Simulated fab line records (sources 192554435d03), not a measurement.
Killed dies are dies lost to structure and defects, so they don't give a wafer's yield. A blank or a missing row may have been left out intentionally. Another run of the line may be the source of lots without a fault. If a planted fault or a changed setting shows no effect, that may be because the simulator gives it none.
Which tool is to blame? / flow n5-finfet / 10 lots with 29 wafers sampled at 6 steps, on a route of 1938 steps

## WHAT EACH GAUGE READ, for each wafer
N5_BEOL_M15_INSPECT_12: inspects for defects (macro).
lot=L806; measured=day 11 20:45; on=defect-inspect-01; raw-defect-count=2 4 1
lot=L809; measured=day 11 23:20; on=defect-inspect-01; raw-defect-count=2 3 0
lot=L810; measured=day 12 05:02; on=defect-inspect-01; raw-defect-count=3 2 1
lot=L812; measured=day 12 20:04; on=defect-inspect-02; raw-defect-count=2 3 3
lot=L816; measured=day 13 20:09; on=defect-inspect-01; raw-defect-count=4 3 2
lot=L817; measured=day 14 09:58; on=defect-inspect-01; raw-defect-count=5 1
lot=L821; measured=day 15 00:44; on=defect-inspect-02; raw-defect-count=4 1 2
lot=L824; measured=day 16 04:40; on=defect-inspect-01; raw-defect-count=2 5 1
lot=L827; measured=day 16 13:56; on=defect-inspect-02; raw-defect-count=0 2 2
lot=L829; measured=day 16 22:14; on=defect-inspect-02; raw-defect-count=2 2 1

N5_BEOL_M15_THK_MEAS_50: measures by xrf.
lot=L806; measured=day 12 03:58; on=film-metro-01; M15_THK (nm)=850 847 842
lot=L809; measured=day 12 04:55; on=film-metro-01; M15_THK (nm)=846 835 835
lot=L810; measured=day 12 09:53; on=film-metro-01; M15_THK (nm)=844 839 846
lot=L812; measured=day 13 01:42; on=film-metro-02; M15_THK (nm)=849 862 837
lot=L816; measured=day 14 01:59; on=film-metro-02; M15_THK (nm)=862 947 863
lot=L817; measured=day 14 14:53; on=film-metro-01; M15_THK (nm)=959 944
lot=L821; measured=day 15 05:34; on=film-metro-02; M15_THK (nm)=845 827 851
lot=L824; measured=day 16 08:38; on=film-metro-01; M15_THK (nm)=818 846 836
lot=L827; measured=day 16 17:50; on=film-metro-02; M15_THK (nm)=842 859 860
lot=L829; measured=day 17 02:03; on=film-metro-01; M15_THK (nm)=861 844 842

N5_BEOL_M15_RS_MEAS_54: uses a four-point probe to measure.
lot=L806; measured=day 12 04:07; on=film-metro-01; M15_RS (ohm/sq)=0.0215 0.0215 0.0216
lot=L809; measured=day 12 05:02; on=film-metro-01; M15_RS (ohm/sq)=0.0216 0.0220 0.0220
lot=L810; measured=day 12 10:01; on=film-metro-01; M15_RS (ohm/sq)=0.0216 0.0218 0.0217
lot=L812; measured=day 13 01:50; on=film-metro-01; M15_RS (ohm/sq)=0.0218 0.0214 0.0219
lot=L816; measured=day 14 02:07; on=film-metro-02; M15_RS (ohm/sq)=0.0216 0.0196 0.0215
lot=L817; measured=day 14 15:01; on=film-metro-01; M15_RS (ohm/sq)=0.0192 0.0195
lot=L821; measured=day 15 05:42; on=film-metro-01; M15_RS (ohm/sq)=0.0217 0.0222 0.0216
lot=L824; measured=day 16 08:46; on=film-metro-02; M15_RS (ohm/sq)=0.0225 0.0217 0.0221
lot=L827; measured=day 16 17:58; on=film-metro-02; M15_RS (ohm/sq)=0.0219 0.0214 0.0215
lot=L829; measured=day 17 02:11; on=film-metro-02; M15_RS (ohm/sq)=0.0212 0.0216 0.0217

## WHAT TOOL EACH LOT RAN ON (gives the tool, then ch and the chambers of the sampled wafers, and finally the start)
lot=L806; N5_BEOL_M15_DESCUM_33=rie-diel-04 ch 2,3, day 11 22:22; N5_BEOL_M15_TRENCH_ETCH_34=rie-diel-04 ch 2,3, day 11 22:27; N5_BEOL_M15_SPUTTER_43=pvd-sputter-01, day 12 02:52
lot=L809; N5_BEOL_M15_DESCUM_33=rie-diel-04 ch 0,3, day 12 00:53; N5_BEOL_M15_TRENCH_ETCH_34=rie-diel-04 ch 0,3, day 12 00:59; N5_BEOL_M15_SPUTTER_43=pvd-sputter-03, day 12 03:22
lot=L810; N5_BEOL_M15_DESCUM_33=rie-diel-06 ch 1,2, day 12 06:47; N5_BEOL_M15_TRENCH_ETCH_34=rie-diel-06 ch 1,2, day 12 06:52; N5_BEOL_M15_SPUTTER_43=pvd-sputter-02, day 12 08:47
lot=L812; N5_BEOL_M15_DESCUM_33=rie-diel-06 ch 0,1,2, day 12 21:34; N5_BEOL_M15_TRENCH_ETCH_34=rie-diel-06 ch 0,1,2, day 12 21:39; N5_BEOL_M15_SPUTTER_43=pvd-sputter-01, day 13 00:35
lot=L816; N5_BEOL_M15_DESCUM_33=rie-diel-04 ch 0,2,3, day 13 22:01; N5_BEOL_M15_TRENCH_ETCH_34=rie-diel-04 ch 0,2,3, day 13 22:07; N5_BEOL_M15_SPUTTER_43=pvd-sputter-01, day 14 00:53
lot=L817; N5_BEOL_M15_DESCUM_33=rie-diel-04 ch 0,3, day 14 11:47; N5_BEOL_M15_TRENCH_ETCH_34=rie-diel-04 ch 0,3, day 14 11:55; N5_BEOL_M15_SPUTTER_43=pvd-sputter-02, day 14 13:47
lot=L821; N5_BEOL_M15_DESCUM_33=rie-diel-06 ch 0,1, day 15 02:37; N5_BEOL_M15_TRENCH_ETCH_34=rie-diel-06 ch 0,1, day 15 02:43; N5_BEOL_M15_SPUTTER_43=pvd-sputter-03, day 15 04:28
lot=L824; N5_BEOL_M15_DESCUM_33=rie-diel-06 ch 0,1,3, day 16 06:25; N5_BEOL_M15_TRENCH_ETCH_34=rie-diel-06 ch 0,1,3, day 16 06:31; N5_BEOL_M15_SPUTTER_43=pvd-sputter-03, day 16 07:30
lot=L827; N5_BEOL_M15_DESCUM_33=rie-diel-06 ch 1,2, day 16 15:35; N5_BEOL_M15_TRENCH_ETCH_34=rie-diel-06 ch 1,2, day 16 15:40; N5_BEOL_M15_SPUTTER_43=pvd-sputter-03, day 16 16:21
lot=L829; N5_BEOL_M15_DESCUM_33=rie-diel-02 ch 0,1,2, day 17 00:08; N5_BEOL_M15_TRENCH_ETCH_34=rie-diel-02 ch 0,1,2, day 17 00:13; N5_BEOL_M15_SPUTTER_43=pvd-sputter-02, day 17 00:56
- N5_BEOL_M15_DESCUM_33: chemistry O2, time 7.9 s.
- N5_BEOL_M15_TRENCH_ETCH_34: etches SiO2 in C4F8/O2/Ar, target depth 872.93 nm, time 199 s.
- N5_BEOL_M15_SPUTTER_43: material TaN, target thk 15 nm, time 24.19 s.

## WHAT THE TOOLS THEMSELVES READ (means of the sampled wafers that have a number; where no wafer has one, the mark that the record gives instead)
N5_BEOL_M15_DESCUM_33.
lot=L806; tool=rie-diel-04; drypump-motor-current-A (A)=5.6; oes-product-au (a.u.)=0.82; rf-vpp-V (V)=242.6; showerhead-plenum-p-Torr (Torr)=2.05; throttle-valve-pct (%)=20.52
lot=L809; tool=rie-diel-04; drypump-motor-current-A (A)=5.7; oes-product-au (a.u.)=0.87; rf-vpp-V (V)=243.0; showerhead-plenum-p-Torr (Torr)=2.08; throttle-valve-pct (%)=20.31
lot=L810; tool=rie-diel-06; drypump-motor-current-A (A)=6.1; oes-product-au (a.u.)=0.81; rf-vpp-V (V)=242.9; showerhead-plenum-p-Torr (Torr)=2.09; throttle-valve-pct (%)=20.20
lot=L812; tool=rie-diel-06; drypump-motor-current-A (A)=6.0; oes-product-au (a.u.)=0.76; rf-vpp-V (V)=242.5; showerhead-plenum-p-Torr (Torr)=2.08; throttle-valve-pct (%)=20.42
lot=L816; tool=rie-diel-04; drypump-motor-current-A (A)=5.7; oes-product-au (a.u.)=0.82; rf-vpp-V (V)=242.6; showerhead-plenum-p-Torr (Torr)=2.06; throttle-valve-pct (%)=20.44
lot=L817; tool=rie-diel-04; drypump-motor-current-A (A)=5.8; oes-product-au (a.u.)=0.83; rf-vpp-V (V)=242.3; showerhead-plenum-p-Torr (Torr)=2.08; throttle-valve-pct (%)=20.40
lot=L821; tool=rie-diel-06; drypump-motor-current-A (A)=6.0; oes-product-au (a.u.)=0.76; rf-vpp-V (V)=242.6; showerhead-plenum-p-Torr (Torr)=2.01; throttle-valve-pct (%)=20.34
lot=L824; tool=rie-diel-06; drypump-motor-current-A (A)=5.8; oes-product-au (a.u.)=0.72; rf-vpp-V (V)=242.7; showerhead-plenum-p-Torr (Torr)=2.06; throttle-valve-pct (%)=20.44
lot=L827; tool=rie-diel-06; drypump-motor-current-A (A)=6.1; oes-product-au (a.u.)=0.78; rf-vpp-V (V)=243.4; showerhead-plenum-p-Torr (Torr)=2.08; throttle-valve-pct (%)=20.26
lot=L829; tool=rie-diel-02; drypump-motor-current-A (A)=5.7; oes-product-au (a.u.)=0.75; rf-vpp-V (V)=244.4; showerhead-plenum-p-Torr (Torr)=2.14; throttle-valve-pct (%)=20.77

N5_BEOL_M15_TRENCH_ETCH_34.
lot=L806; tool=rie-diel-04; O2_flow_sccm (sccm)=12.02; drypump-motor-current-A (A)=5.5; oes-product-au (a.u.)=0.81; rf-vpp-V (V)=2193; showerhead-plenum-p-Torr (Torr)=3.37; throttle-valve-pct (%)=31.0
lot=L809; tool=rie-diel-04; O2_flow_sccm (sccm)=11.99; drypump-motor-current-A (A)=5.7; oes-product-au (a.u.)=0.86; rf-vpp-V (V)=2214; showerhead-plenum-p-Torr (Torr)=3.39; throttle-valve-pct (%)=30.6
lot=L810; tool=rie-diel-06; O2_flow_sccm (sccm)=11.98; drypump-motor-current-A (A)=6.1; oes-product-au (a.u.)=0.81; rf-vpp-V (V)=2205; showerhead-plenum-p-Torr (Torr)=3.43; throttle-valve-pct (%)=30.6
lot=L812; tool=rie-diel-06; O2_flow_sccm (sccm)=12.00; drypump-motor-current-A (A)=6.0; oes-product-au (a.u.)=0.77; rf-vpp-V (V)=2211; showerhead-plenum-p-Torr (Torr)=3.40; throttle-valve-pct (%)=30.8
lot=L816; tool=rie-diel-04; O2_flow_sccm (sccm)=11.99; drypump-motor-current-A (A)=5.7; oes-product-au (a.u.)=0.83; rf-vpp-V (V)=2202; showerhead-plenum-p-Torr (Torr)=3.37; throttle-valve-pct (%)=30.8
lot=L817; tool=rie-diel-04; O2_flow_sccm (sccm)=11.95; drypump-motor-current-A (A)=5.8; oes-product-au (a.u.)=0.85; rf-vpp-V (V)=2206; showerhead-plenum-p-Torr (Torr)=3.40; throttle-valve-pct (%)=30.7
lot=L821; tool=rie-diel-06; O2_flow_sccm (sccm)=12.01; drypump-motor-current-A (A)=6.0; oes-product-au (a.u.)=0.76; rf-vpp-V (V)=2192; showerhead-plenum-p-Torr (Torr)=3.31; throttle-valve-pct (%)=30.7
lot=L824; tool=rie-diel-06; O2_flow_sccm (sccm)=12.00; drypump-motor-current-A (A)=5.8; oes-product-au (a.u.)=0.73; rf-vpp-V (V)=2215; showerhead-plenum-p-Torr (Torr)=3.36; throttle-valve-pct (%)=30.7
lot=L827; tool=rie-diel-06; O2_flow_sccm (sccm)=12.03; drypump-motor-current-A (A)=6.1; oes-product-au (a.u.)=0.79; rf-vpp-V (V)=2204; showerhead-plenum-p-Torr (Torr)=3.41; throttle-valve-pct (%)=30.7
lot=L829; tool=rie-diel-02; O2_flow_sccm (sccm)=11.96; drypump-motor-current-A (A)=5.7; oes-product-au (a.u.)=0.75; rf-vpp-V (V)=2199; showerhead-plenum-p-Torr (Torr)=3.48; throttle-valve-pct (%)=31.2

N5_BEOL_M15_SPUTTER_43.
lot=L806; tool=pvd-sputter-01; throttle-valve-pct (%)=28.9
lot=L809; tool=pvd-sputter-03; throttle-valve-pct (%)=30.9
lot=L810; tool=pvd-sputter-02; throttle-valve-pct (%)=30.3
lot=L812; tool=pvd-sputter-01; throttle-valve-pct (%)=29.0
lot=L816; tool=pvd-sputter-01; throttle-valve-pct (%)=29.2
lot=L817; tool=pvd-sputter-02; throttle-valve-pct (%)=29.6
lot=L821; tool=pvd-sputter-03; throttle-valve-pct (%)=30.1
lot=L824; tool=pvd-sputter-03; throttle-valve-pct (%)=30.6
lot=L827; tool=pvd-sputter-03; throttle-valve-pct (%)=29.4
lot=L829; tool=pvd-sputter-02; throttle-valve-pct (%)=29.9

## THE ANSWER, worked out from the rows above alone
Rule: the lots themselves supply what counts as usual. Put in order of their means at a reading, lots are off if they are a third of the lots or fewer, leave a main group of 4 or more, and stand apart from it by a gap of 3 or more times the standard deviation of the main group's means; of several such gaps the widest counts. Not used: any main group whose means are identical at the precision the tables above print for the reading. A lot without any number at a reading at which 4 lots or more have one is off too. The other lots that the step has rows for count as sound. First the gauges in route order, then the tools' own readings, where a lot's mean is used as printed above. The first step at which some lot is off is used, and at that step the reading that is off furthest; a lot without a number counts as furthest.
Off: L816, L817, at N5_BEOL_M15_THK_MEAS_50 (M15_THK). Mean 844 nm and standard deviation 6.2 in the main group.
If a tool, at a process step before that reading, ran all the lots that are off and no sound lot after the first of them, it fits. Gauges at N5_BEOL_M15_THK_MEAS_50: tried the same way as those tools. One candidate fits, namely rie-diel-04 at N5_BEOL_M15_DESCUM_33 and N5_BEOL_M15_TRENCH_ETCH_34. At N5_BEOL_M15_DESCUM_33 its last sound lot is L809 (day 12 00:53), its first lot that is off L816 (day 13 22:01): a fault that began between those two fits.

## WHAT HAD BEEN PUT IN BY THE SIMULATOR
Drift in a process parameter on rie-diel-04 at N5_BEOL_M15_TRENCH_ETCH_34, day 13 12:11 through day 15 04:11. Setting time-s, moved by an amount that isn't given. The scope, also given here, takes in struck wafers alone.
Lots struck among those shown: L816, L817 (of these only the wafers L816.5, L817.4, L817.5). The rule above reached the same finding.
